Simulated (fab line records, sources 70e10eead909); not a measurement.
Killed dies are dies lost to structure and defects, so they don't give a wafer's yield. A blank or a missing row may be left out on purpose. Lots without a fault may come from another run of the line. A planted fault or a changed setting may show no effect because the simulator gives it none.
Which tool did it? | flow nand_harc | 24 lots, 72 wafers sampled, at 3 steps of a route of 1302

WHAT THE GAUGES READ, wafer by wafer
NHARC_A_ONON_D2_THK_MEAS_08: measures by ellipsometry. Usual: thk_nm 998 nm, standard deviation 10.
lot  | measured     | on            | thk_nm (nm)    | flag
L075 | day 12 11:46 | film_metro-02 | 1006 1006 1006 |
L074 | day 12 18:25 | film_metro-01 | 1007 1005 1008 |
L077 | day 13 07:19 | film_metro-02 | 998 997 1001   |
L076 | day 13 07:19 | film_metro-02 | 982 983 980    |
L078 | day 14 01:52 | film_metro-01 | 1007 1009 1008 |
L079 | day 14 21:02 | film_metro-02 | 980 983 982    |
L081 | day 15 09:41 | film_metro-02 | 985 985 987    |
L082 | day 15 11:14 | film_metro-01 | 1002 1001 1001 |
L080 | day 15 11:08 | film_metro-02 | 1003 1003 1001 |
L084 | day 16 08:39 | film_metro-01 | 996 996 996    |
L085 | day 16 08:47 | film_metro-01 | 984 983 982    |
L083 | day 16 09:00 | film_metro-02 | 986 986 986    |
L086 | day 17 18:02 | film_metro-01 | 995 995 995    |
L088 | day 18 08:02 | film_metro-02 | 999 1000 1003  |
L087 | day 18 14:52 | film_metro-02 | 1001 999 1001  |
L089 | day 18 23:26 | film_metro-02 | 1000 1001 1000 |
L090 | day 19 08:17 | film_metro-01 | 995 997 997    |
L092 | day 19 21:26 | film_metro-01 | 1008 1009 1006 |
L091 | day 19 21:27 | film_metro-02 | 1012 1011 1010 |
L093 | day 20 03:13 | film_metro-02 | 999 998 997    |
L094 | day 21 07:18 | film_metro-01 | 997 999 999    |
L095 | day 21 07:29 | film_metro-02 | 1010 1012 1012 |
L096 | day 21 18:49 | film_metro-02 | 981 982 983    |
L097 | day 22 11:29 | film_metro-01 | 1015 1015 1015 |

NHARC_A_ONON_D2_THK_MEAS_18: measures by ellipsometry. Usual: thk_nm 1000 nm, standard deviation 6.9.
lot  | measured     | on            | thk_nm (nm)    | flag
L075 | day 12 20:37 | film_metro-01 | 1005 1003 1004 |
L074 | day 13 03:44 | film_metro-01 | 991 991 992    |
L077 | day 13 16:13 | film_metro-01 | 1003 1005 1003 |
L076 | day 13 16:13 | film_metro-02 | 1004 1003 1005 |
L078 | day 14 11:12 | film_metro-02 | 996 995 996    |
L079 | day 15 07:16 | film_metro-01 | 1010 1011 1011 |
L081 | day 15 18:31 | film_metro-02 | 1008 1009 1009 |
L082 | day 15 18:31 | film_metro-02 | 990 994 991    |
L080 | day 15 18:30 | film_metro-02 | 1009 1008 1009 |
L084 | day 16 17:29 | film_metro-01 | 1013 1013 1011 |
L085 | day 16 17:08 | film_metro-01 | 1005 1007 1007 |
L083 | day 16 17:09 | film_metro-01 | 996 996 996    |
L086 | day 18 02:56 | film_metro-02 | 994 994 995    |
L088 | day 18 16:58 | film_metro-01 | 1002 1001 1001 |
L087 | day 18 23:23 | film_metro-01 | 995 995 995    |
L089 | day 19 08:20 | film_metro-02 | 999 1000 998   |
L090 | day 19 17:10 | film_metro-01 | 998 1001 1000  |
L092 | day 20 06:32 | film_metro-01 | 1001 998 998   |
L091 | day 20 06:32 | film_metro-02 | 985 986 986    |
L093 | day 20 11:43 | film_metro-01 | 1005 1006 1005 |
L094 | day 21 16:12 | film_metro-02 | 1010 1011 1008 |
L095 | day 21 16:12 | film_metro-01 | 999 996 996    |
L096 | day 22 04:12 | film_metro-02 | 997 998 998    |
L097 | day 22 22:27 | film_metro-01 | 994 994 994    |

WHICH TOOL RAN EACH LOT (tool, then ch and the chambers of the sampled wafers, then the start)
lot  | NHARC_A_DECK1_JOINT_DEP_16
L075 | pecvd-03 ch 0,1,2, day 12 09:46
L074 | pecvd-03 ch 0,1,2, day 12 16:22
L077 | pecvd-02 ch 0,2, day 13 05:17
L076 | pecvd-04 ch 0,1, day 13 05:18
L078 | pecvd-02 ch 1,2, day 13 23:51
L079 | pecvd-04 ch 0,1, day 14 19:01
L081 | pecvd-02 ch 0,1,2, day 15 07:41
L082 | pecvd-04 ch 1,2, day 15 09:07
L080 | pecvd-02 ch 0,1,2, day 15 09:08
L084 | pecvd-02 ch 0,1,2, day 16 06:38
L085 | pecvd-04 ch 0,2, day 16 06:39
L083 | pecvd-02 ch 0,1,2, day 16 06:50
L086 | pecvd-03 ch 0,1, day 17 16:04
L088 | pecvd-04 ch 0,1, day 18 05:58
L087 | pecvd-03 ch 0,1,2, day 18 12:52
L089 | pecvd-02 ch 0,1, day 18 21:28
L090 | pecvd-04 ch 0,1,2, day 19 06:16
L092 | pecvd-03 ch 0,1,2, day 19 19:26
L091 | pecvd-02 ch 0,1,2, day 19 19:26
L093 | pecvd-03 ch 0,1, day 20 01:11
L094 | pecvd-04 ch 0,2, day 21 05:19
L095 | pecvd-04 ch 0,2, day 21 05:29
L096 | pecvd-02 ch 1,2, day 21 16:49
L097 | pecvd-02 ch 0,1,2, day 22 09:28
- NHARC_A_DECK1_JOINT_DEP_16: deposits SiO2, target thk 45 nm.

WHAT THE TOOLS THEMSELVES READ (means of the sampled wafers that have a number; where no wafer has one, the mark that the record gives instead)
NHARC_A_DECK1_JOINT_DEP_16. Usual: heater_power_w 555 W, standard deviation 90; throttle_valve_pct 15.9 %, standard deviation 0.59.
lot  | tool     | heater_power_w (W) | throttle_valve_pct (%) | flag
L075 | pecvd-03 | 610                | 15.7                   |
L074 | pecvd-03 | 556                | 15.7                   |
L077 | pecvd-02 | 493                | 15.9                   |
L076 | pecvd-04 | 637                | 16.2                   |
L078 | pecvd-02 | 447                | 15.3                   |
L079 | pecvd-04 | 526                | 16.5                   |
L081 | pecvd-02 | 494                | 15.7                   |
L082 | pecvd-04 | 603                | 16.4                   |
L080 | pecvd-02 | 461                | 15.8                   |
L084 | pecvd-02 | 439                | 15.7                   |
L085 | pecvd-04 | 546                | 16.4                   |
L083 | pecvd-02 | 482                | 16.0                   |
L086 | pecvd-03 | 544                | 15.6                   |
L088 | pecvd-04 | 539                | 16.5                   |
L087 | pecvd-03 | 602                | 15.6                   |
L089 | pecvd-02 | 457                | 16.1                   |
L090 | pecvd-04 | 602                | 16.5                   |
L092 | pecvd-03 | 567                | 15.6                   |
L091 | pecvd-02 | 539                | 15.8                   |
L093 | pecvd-03 | 552                | 15.8                   |
L094 | pecvd-04 | 598                | 16.3                   |
L095 | pecvd-04 | 668                | 16.1                   |
L096 | pecvd-02 | 533                | 15.5                   |
L097 | pecvd-02 | 519                | 16.0                   |

THE ANSWER, worked out from the rows above alone
Rule: a lot is off if the mean of its wafers that have a number lies more than 3 standard deviations from the usual mean. A lot without any number at a reading at which 4 lots or more have one is off too. The other lots that the step has rows for count as sound. The gauges are gone through in route order, then the tools' own readings, and for those a lot's mean is taken as printed above. The first step at which some lot is off is used, and at that step the reading that is off furthest; a lot without a number counts as furthest.
No lot is off at any reading shown: from this, nothing can be told.

WHAT THE SIMULATOR HAD PUT IN
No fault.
